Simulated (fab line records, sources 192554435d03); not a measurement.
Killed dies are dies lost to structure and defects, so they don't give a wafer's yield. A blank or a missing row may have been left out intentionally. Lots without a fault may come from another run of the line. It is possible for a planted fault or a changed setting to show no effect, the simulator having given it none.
Tool commonality check / flow n5 finfet / Sampled: 10 lots, 30 wafers

## WHY IT WAS OPENED
On 2 of the 10 lots, a flag is raised at N5_BEOL_M7_INSPECT_58 on the reading raw defect count. Wafers without a fault read 74, standard deviation 28.
Rule: a lot is flagged when every wafer of it that has a number lies more than 4 standard deviations from that mean, or none has a number. The other lots count as sound.

lot=L586; measured=day 10 01:39; on=defect inspect-02; raw defect count, wafer by wafer=37 52 57; flag=
lot=L587; measured=day 10 03:53; on=defect inspect-02; raw defect count, wafer by wafer=109 90 115; flag=
lot=L588; measured=day 10 08:40; on=defect inspect-01; raw defect count, wafer by wafer=49 48 40; flag=
lot=L590; measured=day 11 03:34; on=defect inspect-01; raw defect count, wafer by wafer=54 43 57; flag=
lot=L591; measured=day 11 09:14; on=defect inspect-02; raw defect count, wafer by wafer=943 810 924; flag=FLAGGED
lot=L592; measured=day 11 17:56; on=defect inspect-02; raw defect count, wafer by wafer=75 67 44; flag=
lot=L595; measured=day 12 20:10; on=defect inspect-01; raw defect count, wafer by wafer=822 791 884; flag=FLAGGED
lot=L600; measured=day 14 13:16; on=defect inspect-02; raw defect count, wafer by wafer=40 65 76; flag=
lot=L605; measured=day 14 14:32; on=defect inspect-01; raw defect count, wafer by wafer=60 59 53; flag=
lot=L604; measured=day 15 15:29; on=defect inspect-01; raw defect count, wafer by wafer=73 59 75; flag=
The numbers of the flagged lots are 862 on average: +788 against the usual, or +28 standard deviations.

## WHICH TOOL RAN EACH LOT
Before the reading, the record contains 2 process steps out of a 1938-step route. Read each cell as the tool, then ch plus the chambers that the sampled wafers visited, then the start.
lot=L586; flag=; N5_BEOL_M7_STRIP_80=rie diel-04 ch 0,3, day 10 01:34 or earlier; N5_BEOL_M7_DEP_56=pecvd-01 ch 0,2, day 10 01:34
lot=L587; flag=; N5_BEOL_M7_STRIP_80=rie diel-06 ch 0,2,3, day 10 03:48 or earlier; N5_BEOL_M7_DEP_56=pecvd-03 ch 1,2, day 10 03:48
lot=L588; flag=; N5_BEOL_M7_STRIP_80=rie diel-06 ch 1,3, day 10 08:35 or earlier; N5_BEOL_M7_DEP_56=pecvd-03 ch 0,1, day 10 08:35
lot=L590; flag=; N5_BEOL_M7_STRIP_80=rie diel-06 ch 0,1,2, day 11 03:28 or earlier; N5_BEOL_M7_DEP_56=pecvd-03 ch 0,1,2, day 11 03:28
lot=L591; flag=FLAGGED; N5_BEOL_M7_STRIP_80=rie diel-02 ch 1,2,3, day 11 09:08 or earlier; N5_BEOL_M7_DEP_56=pecvd-03 ch 0,1,2, day 11 09:08
lot=L592; flag=; N5_BEOL_M7_STRIP_80=rie diel-06 ch 0,3, day 11 17:50 or earlier; N5_BEOL_M7_DEP_56=pecvd-01 ch 0,1, day 11 17:50
lot=L595; flag=FLAGGED; N5_BEOL_M7_STRIP_80=rie diel-02 ch 0,2,3, day 12 20:05 or earlier; N5_BEOL_M7_DEP_56=pecvd-03 ch 0,1,2, day 12 20:05
lot=L600; flag=; N5_BEOL_M7_STRIP_80=rie diel-04 ch 1,2,3, day 14 13:11 or earlier; N5_BEOL_M7_DEP_56=pecvd-02 ch 0,1,2, day 14 13:11
lot=L605; flag=; N5_BEOL_M7_STRIP_80=rie diel-02 ch 0,1,3, day 14 14:26 or earlier; N5_BEOL_M7_DEP_56=pecvd-02 ch 1,2, day 14 14:26
lot=L604; flag=; N5_BEOL_M7_STRIP_80=rie diel-06 ch 0,2,3, day 15 15:24 or earlier; N5_BEOL_M7_DEP_56=pecvd-02 ch 0,1, day 15 15:24
What the steps here do:
- N5_BEOL_M7_STRIP_80: strips in N2/H2, time 10 s.
- N5_BEOL_M7_DEP_56: deposits SiCN from 3MS/NH3, target thk 10 nm, time 17.5 s.
- N5_BEOL_M7_INSPECT_58: inspects for defects (darkfield).

## FLAGGED OVER TOTAL, TOOL BY TOOL (the gauges that took the reading come last)
step=N5_BEOL_M7_STRIP_80; tool=rie diel-02; lots run=3; flagged=2; share of the flagged lots=all; sound lots run after its first flagged lot=1 (L605)
step=N5_BEOL_M7_STRIP_80; tool=rie diel-04; lots run=2; flagged=0; share of the flagged lots=none; sound lots run after its first flagged lot=-
step=N5_BEOL_M7_STRIP_80; tool=rie diel-06; lots run=5; flagged=0; share of the flagged lots=none; sound lots run after its first flagged lot=-
step=N5_BEOL_M7_DEP_56; tool=pecvd-01; lots run=2; flagged=0; share of the flagged lots=none; sound lots run after its first flagged lot=-
step=N5_BEOL_M7_DEP_56; tool=pecvd-02; lots run=3; flagged=0; share of the flagged lots=none; sound lots run after its first flagged lot=-
step=N5_BEOL_M7_DEP_56; tool=pecvd-03; lots run=5; flagged=2; share of the flagged lots=all; sound lots run after its first flagged lot=0
step=N5_BEOL_M7_INSPECT_58; tool=defect inspect-01; lots run=5; flagged=1; share of the flagged lots=some; sound lots run after its first flagged lot=2 (L605,L604)
step=N5_BEOL_M7_INSPECT_58; tool=defect inspect-02; lots run=5; flagged=1; share of the flagged lots=some; sound lots run after its first flagged lot=2 (L592,L600)
N5_BEOL_M7_STRIP_80: start missing for some lots; hours and lot order therefore follow N5_BEOL_M7_DEP_56.

## WHAT THE TABLE PERMITS
Table rows that saw every flagged lot: 2, namely rie diel-02 at N5_BEOL_M7_STRIP_80 and pecvd-03 at N5_BEOL_M7_DEP_56.
- rie diel-02 at N5_BEOL_M7_STRIP_80: 2 of its 3 lots flagged. After the first flagged lot (L605), sound lots still ran on it; a lasting fault on the whole tool would not permit that.
- pecvd-03 at N5_BEOL_M7_DEP_56: 2 of its 5 lots flagged. Last sound lot L590 at day 11 03:28, first flagged lot L591 at day 11 09:08; a fault beginning in between fits.
One tool is left: pecvd-03 at N5_BEOL_M7_DEP_56.

## WHAT WAS PUT IN BY THE SIMULATOR
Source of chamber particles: pecvd-03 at N5_BEOL_M7_DEP_56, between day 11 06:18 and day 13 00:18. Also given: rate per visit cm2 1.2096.
Shown lots that were struck: L591, L595. This agrees with what the rule above found.
